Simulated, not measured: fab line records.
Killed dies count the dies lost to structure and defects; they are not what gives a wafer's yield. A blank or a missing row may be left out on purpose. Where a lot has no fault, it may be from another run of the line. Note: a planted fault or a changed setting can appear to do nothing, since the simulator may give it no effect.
fab line records	flow n5_finfet
record lots=24	wafers=72	last_day=18
route steps=1938 shown BEOL_M3@1003 BEOL_M4@1037
lots with no fault: from the same line, run without faults
start_h: hours from the record's opening day to when the first of the lot's shown wafers began	wait_h: time in hours since the lot's previous step	" identical to the entry in the row above	L1.1+2: one row covering several wafers at once	- value missing, or start not given	* or withheld: withheld	< > ~ a bound
route shown NAME@n: names a module that has steps shown in the file, with the first one's number in the route	usual: mean/standard deviation taken from wafers without a fault	same: alike in all rows	chamber/n: place in a boat	sites: per-site readings	_std_site: standard deviation across them	_edge_site: inner sites' mean taken away from outer sites' mean	radius_mm: how far each site lies from the wafer's centre	mask NAME#n: copy n	behind: tool/chamber where the wafer was last shaped	hold: why the lot was held/for how many hours/how that ended	device: the n, p or np transistor that did not switch	end of line: tests run on the same wafers once the route is complete	step lacking rows: just its recipe	killed: count of dies lost to structure and defects at first sort (not the wafer's yield)	map: the dies of a wafer, with x for killed, . for not killed, _ for no die there
set.NAME: the setting that was run; set.NAME@STEP: the one run at that earlier step	model.NAME: the simulator's own value behind a step, which no gauge read
a sample of lots followed through the steps of the route, with each step as a table and each wafer as a row
services: from which hour (start_h, from the record's first day; less than 0 if before it) a tool's chamber was out of use, for how many hours, and why
## steps
# step N5_BEOL_M3_ANNEAL_89
# recipe temp_c=400	time_s=240	ambient=vacuum
# usual heater_power_w=836/85
lot.wafer	tool	chamber	start_h	wait_h	heater_power_w
L074.3	pvd_sputter-02	-	151.26	0.0	907
L074.5	"	-	"	"	933
L074.6	"	-	"	"	930
L076.1	pvd_sputter-02	-	158.56	0.0	839
L076.4	"	-	"	"	922
L076.6	"	-	"	"	903
L075.2	pvd_sputter-01	-	162.00	0.0	813
L075.5	"	-	"	"	607
L075.6	"	-	"	"	816
L077.2	pvd_sputter-03	-	166.79	0.0	763
L077.3	"	-	"	"	873
L077.4	"	-	"	"	871
L078.3	pvd_sputter-03	-	175.62	0.0	889
L078.4	"	-	"	"	887
L078.6	"	-	"	"	773
L079.1	pvd_sputter-02	-	181.37	0.0	944
L079.4	"	-	"	"	849
L079.6	"	-	"	"	942
L081.2	pvd_sputter-02	-	189.87	0.0	834
L081.4	"	-	"	"	854
L081.6	"	-	"	"	822
L080.1	pvd_sputter-01	-	190.74	0.0	765
L080.2	"	-	"	"	766
L080.3	"	-	"	"	600
L082.2	pvd_sputter-01	-	196.42	0.0	604
L082.3	"	-	"	"	817
L082.6	"	-	"	"	768
L083.1	pvd_sputter-02	-	205.90	0.0	956
L083.3	"	-	"	"	832
L083.6	"	-	"	"	920
L084.1	pvd_sputter-02	-	209.18	0.0	825
L084.2	"	-	"	"	874
L084.5	"	-	"	"	920
L085.4	pvd_sputter-03	-	220.53	0.0	892
L085.5	"	-	"	"	745
L085.6	"	-	"	"	875
L086.2	pvd_sputter-02	-	222.77	0.0	908
L086.4	"	-	"	"	954
L086.6	"	-	"	"	792
L088.1	pvd_sputter-02	-	234.24	0.0	827
L088.2	"	-	"	"	937
L088.3	"	-	"	"	905
L087.1	pvd_sputter-01	-	234.55	0.0	743
L087.2	"	-	"	"	799
L087.3	"	-	"	"	593
L089.1	pvd_sputter-01	-	237.08	0.0	591
L089.3	"	-	"	"	752
L089.4	"	-	"	"	774
L091.3	pvd_sputter-02	-	248.85	0.0	830
L091.4	"	-	"	"	904
L091.6	"	-	"	"	933
L090.2	pvd_sputter-03	-	265.81	0.0	874
L090.3	"	-	"	"	874
L090.5	"	-	"	"	863
L093.1	pvd_sputter-02	-	268.42	0.0	924
L093.4	"	-	"	"	820
L093.6	"	-	"	"	920
L092.2	pvd_sputter-02	-	277.36	0.0	856
L092.4	"	-	"	"	921
L092.6	"	-	"	"	862
L094.1	pvd_sputter-03	-	284.70	0.0	753
L094.2	"	-	"	"	870
L094.3	"	-	"	"	888
L095.3	pvd_sputter-01	-	285.92	0.0	821
L095.5	"	-	"	"	792
L095.6	"	-	"	"	768
L096.2	pvd_sputter-01	-	292.51	0.0	800
L096.3	"	-	"	"	788
L096.5	"	-	"	"	777
L097.2	pvd_sputter-02	-	296.70	0.0	852
L097.4	"	-	"	"	926
L097.5	"	-	"	"	845
# step N5_BEOL_M3_THK_MEAS_53
# recipe thk_meas_gauge=xrf	reads=Cu_of_BEOL_M3_ECD_50
# usual M3_THK=39.2/1.7
lot.wafer	tool	chamber	start_h	wait_h	M3_THK[nm]
L074.3	film_metro-02	-	152.85	-	38.1
L074.5	"	-	"	"	39.2
L074.6	"	-	"	"	37.5
L076.1	film_metro-02	-	160.14	-	41.3
L076.4	"	-	"	"	39.1
L076.6	"	-	"	"	40.9
L075.2	film_metro-01	-	163.59	-	39.6
L075.5	"	-	"	"	40.6
L075.6	"	-	"	"	40.0
L077.2	film_metro-01	-	168.38	-	37.6
L077.3	"	-	"	"	41.4
L077.4	"	-	"	"	39.1
L078.3	film_metro-02	-	177.21	-	40.4
L078.4	"	-	"	"	40.5
L078.6	"	-	"	"	41.6
L079.1	film_metro-01	-	182.96	-	40.7
L079.4	"	-	"	"	38.5
L079.6	"	-	"	"	40.9
L081.2	film_metro-01	-	191.46	-	36.9
L081.4	"	-	"	"	39.7
L081.6	"	-	"	"	39.8
L080.1	film_metro-01	-	192.36	-	39.3
L080.2	"	-	"	"	36.7
L080.3	"	-	"	"	39.4
L082.2	film_metro-01	-	198.01	-	39.4
L082.3	"	-	"	"	38.4
L082.6	"	-	"	"	37.7
L083.1	film_metro-02	-	207.86	-	39.9
L083.3	"	-	"	"	40.3
L083.6	"	-	"	"	41.8
L084.1	film_metro-02	-	210.77	-	39.6
L084.2	"	-	"	"	40.3
L084.5	"	-	"	"	42.6
L085.4	film_metro-02	-	222.12	-	39.8
L085.5	"	-	"	"	39.4
L085.6	"	-	"	"	37.3
L086.2	film_metro-02	-	224.36	-	33.7
L086.4	"	-	"	"	38.7
L086.6	"	-	"	"	36.0
L088.1	film_metro-01	-	235.83	-	39.4
L088.2	"	-	"	"	36.7
L088.3	"	-	"	"	36.5
L087.1	film_metro-01	-	236.15	-	39.0
L087.2	"	-	"	"	37.9
L087.3	"	-	"	"	40.3
L089.1	film_metro-02	-	238.68	-	40.2
L089.3	"	-	"	"	40.9
L089.4	"	-	"	"	42.6
L091.3	film_metro-01	-	250.71	-	36.4
L091.4	"	-	"	"	40.7
L091.6	"	-	"	"	39.3
L090.2	film_metro-01	-	267.56	-	37.7
L090.3	"	-	"	"	37.0
L090.5	"	-	"	"	37.7
L093.1	film_metro-02	-	270.61	-	37.8
L093.4	"	-	"	"	40.4
L093.6	"	-	"	"	39.3
L092.2	film_metro-01	-	279.45	-	40.9
L092.4	"	-	"	"	38.7
L092.6	"	-	"	"	38.4
L094.1	film_metro-01	-	287.57	-	37.3
L094.2	"	-	"	"	40.6
L094.3	"	-	"	"	40.0
L095.3	film_metro-01	-	288.63	-	37.1
L095.5	"	-	"	"	39.8
L095.6	"	-	"	"	36.1
L096.2	film_metro-02	-	294.14	-	40.2
L096.3	"	-	"	"	39.7
L096.5	"	-	"	"	38.3
L097.2	film_metro-02	-	298.29	-	41.3
L097.4	"	-	"	"	39.0
L097.5	"	-	"	"	42.3
# step N5_BEOL_M3_RS_MEAS_58
# recipe thk_meas_gauge=four-point-probe	reads=Co_of_BEOL_M3_CO_CAP_55+Cu_of_BEOL_M3_ECD_50+Co_of_BEOL_M3_CVD_47+TaN_of_BEOL_M3_ALD_84
# usual M3_RS=0.68/0.039
lot.wafer	tool	chamber	start_h	wait_h	M3_RS[ohm/sq]
L074.3	film_metro-02	-	153.11	0.1	0.72
L074.5	"	-	"	"	0.69
L074.6	"	-	"	"	0.73
L076.1	film_metro-01	-	160.40	0.0	0.65
L076.4	"	-	"	"	0.70
L076.6	"	-	"	"	0.66
L075.2	film_metro-01	-	163.85	0.1	0.68
L075.5	"	-	"	"	0.65
L075.6	"	-	"	"	0.66
L077.2	film_metro-01	-	168.64	0.1	0.72
L077.3	"	-	"	"	0.63
L077.4	"	-	"	"	0.68
L078.3	film_metro-01	-	177.47	0.1	0.66
L078.4	"	-	"	"	0.66
L078.6	"	-	"	"	0.63
L079.1	film_metro-02	-	183.22	0.0	0.64
L079.4	"	-	"	"	0.69
L079.6	"	-	"	"	0.64
L081.2	film_metro-02	-	191.72	0.1	0.72
L081.4	"	-	"	"	0.66
L081.6	"	-	"	"	0.65
L080.1	film_metro-01	-	192.78	0.0	0.68
L080.2	"	-	"	"	0.74
L080.3	"	-	"	"	0.67
L082.2	film_metro-02	-	198.27	0.1	0.67
L082.3	"	-	"	"	0.69
L082.6	"	-	"	"	0.71
L083.1	film_metro-02	-	208.29	0.0	0.68
L083.3	"	-	"	"	0.67
L083.6	"	-	"	"	0.64
L084.1	film_metro-02	-	211.03	0.0	0.68
L084.2	"	-	"	"	0.65
L084.5	"	-	"	"	0.61
L085.4	film_metro-02	-	222.38	0.0	0.67
L085.5	"	-	"	"	0.68
L085.6	"	-	"	"	0.73
L086.2	film_metro-01	-	224.62	0.1	0.84
L086.4	"	-	"	"	0.70
L086.6	"	-	"	"	0.76
L088.1	film_metro-01	-	236.09	0.0	0.68
L088.2	"	-	"	"	0.74
L088.3	"	-	"	"	0.75
L087.1	film_metro-02	-	236.41	0.0	0.68
L087.2	"	-	"	"	0.70
L087.3	"	-	"	"	0.65
L089.1	film_metro-02	-	238.95	0.0	0.66
L089.3	"	-	"	"	0.66
L089.4	"	-	"	"	0.62
L091.3	film_metro-02	-	251.22	0.1	0.74
L091.4	"	-	"	"	0.64
L091.6	"	-	"	"	0.68
L090.2	film_metro-02	-	267.82	0.1	0.72
L090.3	"	-	"	"	0.74
L090.5	"	-	"	"	0.72
L093.1	film_metro-02	-	270.87	0.0	0.72
L093.4	"	-	"	"	0.66
L093.6	"	-	"	"	0.68
L092.2	film_metro-01	-	279.71	0.1	0.64
L092.4	"	-	"	"	0.70
L092.6	"	-	"	"	0.70
L094.1	film_metro-02	-	287.83	0.0	0.73
L094.2	"	-	"	"	0.66
L094.3	"	-	"	"	0.67
L095.3	film_metro-01	-	288.90	0.1	0.72
L095.5	"	-	"	"	0.66
L095.6	"	-	"	"	0.75
L096.2	film_metro-01	-	294.40	0.1	0.66
L096.3	"	-	"	"	0.67
L096.5	"	-	"	"	0.71
L097.2	film_metro-01	-	298.55	0.1	0.64
L097.4	"	-	"	"	0.69
L097.5	"	-	"	"	0.62
# step N5_BEOL_M4_DESCUM_16
# recipe chemistry=O2	time_s=7	source_power_w=50	bias_power_w=20	pressure_mtorr=20	rf_frequency_hz=2.712e+07	temp_c=40	resist=CAR-EUV	o2_flow_sccm=225
# usual drypump_motor_current_A=5.8/0.4	oes_product_au=0.80/0.11	rf_vpp_V=243.2/1.5	showerhead_plenum_p_Torr=2.09/0.091	throttle_valve_pct=20.30/0.2
lot.wafer	tool	chamber	start_h	wait_h	drypump_motor_current_A	oes_product_au	rf_hours_counter_h	rf_vpp_V	showerhead_plenum_p_Torr	throttle_valve_pct
L074.3	rie_diel-02	1	154.45	0.0	5.9	0.99	1	243.5	2.18	20.28
L074.5	"	0	"	"	6.2	0.68	-	241.9	2.01	20.40
L074.6	"	3	"	"	6.6	0.68	-	241.8	2.08	20.23
L076.1	rie_diel-02	1	161.39	0.2	5.9	0.97	3	243.8	2.18	20.28
L076.4	"	2	"	"	5.6	0.70	234	244.5	2.05	20.54
L076.6	"	3	"	"	6.5	0.69	-	242.3	2.08	20.23
L075.2	rie_diel-02	0	165.33	0.0	6.1	0.69	207	240.4	2.00	20.37
L075.5	"	2	"	"	5.6	0.69	-	243.5	2.05	20.56
L075.6	"	3	"	"	6.5	0.69	-	242.9	2.08	20.25
L077.2	rie_diel-02	3	170.34	0.2	6.5	0.69	209	242.1	2.07	20.24
L077.3	"	1	"	"	5.9	0.94	6	244.3	2.18	20.30
L077.4	"	0	"	"	6.1	0.69	209	243.7	2.00	20.39
L078.3	rie_diel-04	3	179.73	0.0	6.1	0.96	11	242.6	2.05	19.97
L078.4	"	2	"	"	5.3	0.67	-	242.6	2.04	20.53
L078.6	"	3	"	"	6.1	0.95	-	242.9	2.05	19.96
L079.1	rie_diel-02	2	186.09	0.0	5.6	0.69	243	244.5	2.05	20.54
L079.4	"	1	"	"	5.9	0.94	12	244.9	2.18	20.30
L079.6	"	1	"	"	5.9	0.94	-	244.1	2.18	20.32
L081.2	rie_diel-02	1	193.12	0.1	5.9	0.92	15	244.5	2.18	20.31
L081.4	"	0	"	"	6.1	0.67	218	241.4	2.00	20.41
L081.6	"	0	"	"	6.1	0.68	-	241.8	2.00	20.41
L080.1	rie_diel-04	2	194.28	0.7	5.3	0.68	248	242.5	2.04	20.55
L080.2	"	0	"	"	5.6	0.87	57	246.1	2.23	20.46
L080.3	"	3	"	"	6.1	0.93	18	243.6	2.04	19.96
L082.2	rie_diel-04	3	200.33	0.0	6.1	0.91	20	241.4	2.04	19.97
L082.3	"	0	"	"	5.6	0.86	59	244.5	2.22	20.49
L082.6	"	3	"	"	6.1	0.92	-	243.2	2.04	19.97
L083.1	rie_diel-05	1	211.23	0.0	6.1	0.75	169	245.1	2.16	20.49
L083.3	"	2	"	"	5.4	0.74	185	241.0	1.90	20.29
L083.6	"	2	"	"	5.5	0.73	-	241.0	1.90	20.28
L084.1	rie_diel-05	1	212.19	0.0	6.2	0.75	169	246.0	2.16	20.48
L084.2	"	2	"	"	5.4	0.74	185	240.4	1.90	20.26
L084.5	"	1	"	"	6.1	0.75	-	244.2	2.16	20.47
L085.4	rie_diel-05	1	224.39	0.0	6.1	0.74	175	243.9	2.16	20.49
L085.5	"	3	"	"	5.5	0.89	-	242.2	2.01	20.29
L085.6	"	2	"	"	5.4	0.73	-	241.1	1.90	20.29
L086.2	rie_diel-04	0	225.66	0.1	5.6	0.85	71	246.0	2.22	20.50
L086.4	"	3	"	"	6.0	0.91	-	241.9	2.04	19.98
L086.6	"	2	"	"	5.3	0.66	-	241.2	2.03	20.57
L088.1	rie_diel-04	0	237.33	0.3	5.6	0.84	76	244.6	2.22	20.52
L088.2	"	2	"	"	5.3	0.66	267	242.7	2.03	20.58
L088.3	"	3	"	"	6.1	0.90	37	243.7	2.04	20.00
L087.1	rie_diel-04	3	239.28	0.8	6.1	0.90	38	241.6	2.04	19.98
L087.2	"	1	"	"	5.4	0.68	225	244.7	2.17	20.32
L087.3	"	0	"	"	5.6	0.83	78	246.3	2.22	20.51
L089.1	rie_diel-04	1	240.37	0.1	5.5	0.68	225	244.4	2.17	20.31
L089.3	"	0	"	"	5.5	0.83	78	245.1	2.22	20.50
L089.4	"	3	"	"	6.1	0.89	-	242.7	2.04	19.97
L091.3	rie_diel-05	3	251.97	0.0	5.5	0.86	42	243.1	2.01	20.32
L091.4	"	0	"	"	5.1	0.89	35	244.1	2.13	19.88
L091.6	"	1	"	"	6.1	0.74	-	246.0	2.16	20.49
L090.2	rie_diel-02	1	270.37	0.2	5.9	0.87	44	244.7	2.17	20.36
L090.3	"	2	"	"	5.6	0.91	15	240.9	2.04	20.16
L090.5	"	3	"	"	6.6	0.66	-	242.2	2.06	20.29
L093.1	rie_diel-02	3	272.73	0.0	6.6	0.66	241	242.2	2.06	20.28
L093.4	"	1	"	"	5.9	0.86	45	243.4	2.17	20.35
L093.6	"	2	"	"	5.6	0.91	-	243.3	2.04	20.14
L092.2	rie_diel-05	2	282.31	0.0	5.4	0.72	209	241.4	1.89	20.29
L092.4	"	1	"	"	6.1	0.74	194	244.6	2.15	20.51
L092.6	"	2	"	"	5.5	0.72	-	240.4	1.89	20.31
L094.1	rie_diel-04	2	289.36	0.0	5.3	0.94	13	242.5	2.03	20.14
L094.2	"	3	"	"	6.0	0.87	55	242.9	2.03	20.02
L094.3	"	0	"	"	5.6	0.82	94	244.9	2.21	20.53
L095.3	rie_diel-02	2	290.61	0.3	5.6	0.90	23	241.7	2.04	20.16
L095.5	"	2	"	"	5.6	0.89	-	243.0	2.04	20.16
L095.6	"	1	"	"	5.9	0.85	-	244.3	2.16	20.35
L096.2	rie_diel-02	1	297.04	0.5	5.9	0.85	56	242.6	2.16	20.39
L096.3	"	2	"	"	5.6	0.90	27	242.4	2.03	20.19
L096.5	"	1	"	"	5.9	0.84	-	244.1	2.16	20.37
L097.2	rie_diel-02	1	300.20	0.1	5.9	0.84	58	243.1	2.16	20.36
L097.4	"	1	"	"	5.9	0.84	-	244.0	2.16	20.37
L097.5	"	0	"	"	6.1	0.94	-	245.2	2.25	20.06
# step N5_BEOL_M4_OVL_MEAS_29
# recipe points_per_wafer=522
# usual V3_OVL=0.1/0.69
lot.wafer	tool	chamber	start_h	wait_h	V3_OVL[nm]
L074.3	overlay-02	0	155.33	0.0	0.6
L074.5	"	0	"	"	0.1
L074.6	"	0	"	"	0.9
L076.1	overlay-02	0	162.39	0.0	-0.4
L076.4	"	0	"	"	0.1
L076.6	"	0	"	"	-1.0
L075.2	overlay-02	0	166.12	0.0	0.5
L075.5	"	0	"	"	0.3
L075.6	"	0	"	"	0.1
L077.2	overlay-02	0	171.51	0.0	-0.4
L077.3	"	0	"	"	-0.8
L077.4	"	0	"	"	-0.2
L078.3	overlay-02	0	180.53	0.0	0.3
L078.4	"	0	"	"	-0.2
L078.6	"	0	"	"	0.4
L079.1	overlay-01	0	187.01	0.0	-0.3
L079.4	"	0	"	"	-0.2
L079.6	"	0	"	"	-0.6
L081.2	overlay-02	0	194.27	0.0	1.0
L081.4	"	0	"	"	1.1
L081.6	"	0	"	"	1.8
L080.1	overlay-02	0	195.09	0.0	0.7
L080.2	"	0	"	"	-0.2
L080.3	"	0	"	"	0.0
L082.2	overlay-01	0	201.25	0.0	-0.5
L082.3	"	0	"	"	-1.8
L082.6	"	0	"	"	-1.3
L083.1	overlay-02	0	212.33	0.0	1.1
L083.3	"	0	"	"	0.3
L083.6	"	0	"	"	-0.5
L084.1	overlay-01	0	213.07	0.0	0.7
L084.2	"	0	"	"	0.8
L084.5	"	0	"	"	-0.2
L085.4	overlay-02	0	225.19	0.0	0.8
L085.5	"	0	"	"	0.6
L085.6	"	0	"	"	0.3
L086.2	overlay-01	0	226.56	0.0	0.2
L086.4	"	0	"	"	1.2
L086.6	"	0	"	"	0.4
L088.1	overlay-01	0	238.26	0.0	-0.1
L088.2	"	0	"	"	0.1
L088.3	"	0	"	"	0.3
L087.1	overlay-01	0	240.17	0.0	0.1
L087.2	"	0	"	"	0.4
L087.3	"	0	"	"	-0.2
L089.1	overlay-02	0	241.28	0.0	1.2
L089.3	"	0	"	"	-0.2
L089.4	"	0	"	"	0.8
L091.3	overlay-02	0	252.89	0.0	0.7
L091.4	"	0	"	"	-1.1
L091.6	"	0	"	"	-0.4
L090.2	overlay-02	0	271.15	0.0	0.3
L090.3	"	0	"	"	0.1
L090.5	"	0	"	"	0.2
L093.1	overlay-02	0	273.55	0.0	0.2
L093.4	"	0	"	"	0.0
L093.6	"	0	"	"	0.1
L092.2	overlay-02	0	283.23	0.0	-0.2
L092.4	"	0	"	"	0.3
L092.6	"	0	"	"	0.2
L094.1	overlay-01	0	290.42	0.0	0.9
L094.2	"	0	"	"	1.1
L094.3	"	0	"	"	0.5
L095.3	overlay-02	0	291.60	0.0	0.4
L095.5	"	0	"	"	-0.6
L095.6	"	0	"	"	-0.4
L096.2	overlay-02	0	297.88	0.0	-0.4
L096.3	"	0	"	"	-1.6
L096.5	"	0	"	"	-1.8
L097.2	overlay-02	0	301.24	0.0	-0.3
L097.4	"	0	"	"	0.4
L097.5	"	0	"	"	0.5
# step N5_BEOL_M4_INSPECT_30
# recipe mode=adi	inspect_instrument=brightfield
# usual raw_defect_count=449/110
lot.wafer	tool	chamber	start_h	wait_h	raw_defect_count
L074.3	defect_inspect-01	-	155.38	0.0	428
L074.5	"	-	"	"	465
L074.6	"	-	"	"	262
L076.1	defect_inspect-02	-	162.45	0.1	497
L076.4	"	-	"	"	546
L076.6	"	-	"	"	569
L075.2	defect_inspect-01	-	166.17	0.0	376
L075.5	"	-	"	"	409
L075.6	"	-	"	"	372
L077.2	defect_inspect-01	-	171.57	0.1	380
L077.3	"	-	"	"	579
L077.4	"	-	"	"	502
L078.3	defect_inspect-01	-	180.58	0.0	327
L078.4	"	-	"	"	447
L078.6	"	-	"	"	434
L079.1	defect_inspect-02	-	187.06	0.1	382
L079.4	"	-	"	"	482
L079.6	"	-	"	"	520
L081.2	defect_inspect-02	-	194.32	0.0	436
L081.4	"	-	"	"	406
L081.6	"	-	"	"	341
L080.1	defect_inspect-02	-	195.15	0.1	593
L080.2	"	-	"	"	323
L080.3	"	-	"	"	345
L082.2	defect_inspect-02	-	201.30	0.0	356
L082.3	"	-	"	"	537
L082.6	"	-	"	"	411
L083.1	defect_inspect-02	-	212.38	0.1	447
L083.3	"	-	"	"	455
L083.6	"	-	"	"	345
L084.1	defect_inspect-01	-	213.13	0.1	415
L084.2	"	-	"	"	490
L084.5	"	-	"	"	493
L085.4	defect_inspect-01	-	225.23	0.0	358
L085.5	"	-	"	"	413
L085.6	"	-	"	"	471
L086.2	defect_inspect-02	-	226.62	0.0	467
L086.4	"	-	"	"	464
L086.6	"	-	"	"	478
L088.1	defect_inspect-02	-	238.32	0.1	336
L088.2	"	-	"	"	295
L088.3	"	-	"	"	294
L087.1	defect_inspect-01	-	240.23	0.1	553
L087.2	"	-	"	"	775
L087.3	"	-	"	"	385
L089.1	defect_inspect-02	-	241.34	0.1	297
L089.3	"	-	"	"	339
L089.4	"	-	"	"	402
L091.3	defect_inspect-01	-	252.94	0.0	559
L091.4	"	-	"	"	587
L091.6	"	-	"	"	433
L090.2	defect_inspect-02	-	271.21	0.0	379
L090.3	"	-	"	"	430
L090.5	"	-	"	"	379
L093.1	defect_inspect-01	-	273.61	0.1	817
L093.4	"	-	"	"	556
L093.6	"	-	"	"	509
L092.2	defect_inspect-01	-	283.29	0.1	309
L092.4	"	-	"	"	510
L092.6	"	-	"	"	379
L094.1	defect_inspect-01	-	290.48	0.1	364
L094.2	"	-	"	"	448
L094.3	"	-	"	"	558
L095.3	defect_inspect-01	-	291.64	0.0	466
L095.5	"	-	"	"	559
L095.6	"	-	"	"	779
L096.2	defect_inspect-01	-	297.93	0.0	357
L096.3	"	-	"	"	404
L096.5	"	-	"	"	467
L097.2	defect_inspect-02	-	301.29	0.0	492
L097.4	"	-	"	"	367
L097.5	"	-	"	"	307
## services
tool	chamber	start_h	hours	kind
rie_diel-02	1	136.01	-	clean
rie_diel-02	1	136.01	-	consumable_replace:focus_ring
rie_diel-02	1	136.01	16.5	scheduled_down
rie_diel-02	1	136.01	16.5	vent_cycle
rie_diel-04	3	143.18	13.8	repair
rie_diel-05	-	164.14	0.3	repair
rie_diel-05	-	171.64	2.2	repair
rie_diel-02	3	173.21	5.4	repair
rie_diel-04	1	175.48	62.1	repair
rie_diel-05	3	201.47	13.7	repair
rie_diel-02	2	205.13	-	clean
rie_diel-02	2	205.13	-	consumable_replace:focus_ring
rie_diel-02	2	205.13	22.7	scheduled_down
rie_diel-02	2	205.13	22.7	vent_cycle
rie_diel-05	2	219.41	2.6	repair
rie_diel-02	3	230.91	5.1	repair
rie_diel-02	0	277.44	-	clean
rie_diel-02	0	277.44	-	consumable_replace:focus_ring
rie_diel-02	0	277.44	-	consumable_replace:showerhead
rie_diel-05	-	291.28	14.6	pm
rie_diel-02	3	294.33	-	clean
rie_diel-02	3	294.33	-	consumable_replace:focus_ring
rie_diel-02	3	294.33	19.3	scheduled_down
rie_diel-02	3	294.33	19.3	vent_cycle
## key
fault none
